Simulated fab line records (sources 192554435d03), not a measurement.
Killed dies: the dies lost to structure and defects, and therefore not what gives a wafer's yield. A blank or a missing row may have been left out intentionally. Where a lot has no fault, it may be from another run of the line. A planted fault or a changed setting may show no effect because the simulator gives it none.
Chamber matching -- flow n5 finfet -- 3 sister chambers for N5_BEOL_M6_ILD_DEP_00 on pecvd-01
The step deposits SiCOH lowk from DEMS/porogen, target thk 179.75 nm, time 33.4 s. 3 wafers are shown with their chamber, then 10 later ones without.

EACH WAFER AND ITS CHAMBER
wafer,chamber,heater power w (W)
L082.1,0,289
L084.1,2,408
L084.3,1,388

WAFERS WITHOUT THEIR CHAMBER
wafer,heater power w (W)
L084.6,318
L094.2,384
L094.5,269
L094.6,349
L095.1,282
L095.3,394
L095.4,331
L096.1,356
L096.2,280
L096.3,390

EACH ONE'S CHAMBER
wafer,from the rows above,in truth
L084.6,can't be placed: 0 or 1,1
L094.2,can't be placed: 1 or 2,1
L094.5,0,0
L094.6,can't be placed: 1 or 2 or 0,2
L095.1,0,0
L095.3,can't be placed: 1 or 2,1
L095.4,can't be placed: 0 or 1 or 2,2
L096.1,can't be placed: 1 or 2 or 0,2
L096.2,0,0
L096.3,can't be placed: 1 or 2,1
Correctly placed: 3 of 10. Not placeable from these rows: 7 (in 7, the candidates include the true chamber). Placed wrongly: 0.
How it was worked out, from the rows above alone: a wafer's distance from a chamber is the root of the sum, over the readings, of the square of ((its reading less the chamber's mean) divided by the reading's scatter). If the next closest chamber is less than 2 further off than the closest, the wafer can't be placed; otherwise it belongs to the closest. A chamber's mean is the mean of its shown wafers. The scatter (one wafer shown for each chamber): square how far every hidden wafer sits from the nearest shown wafer, average those squares and take the square root.
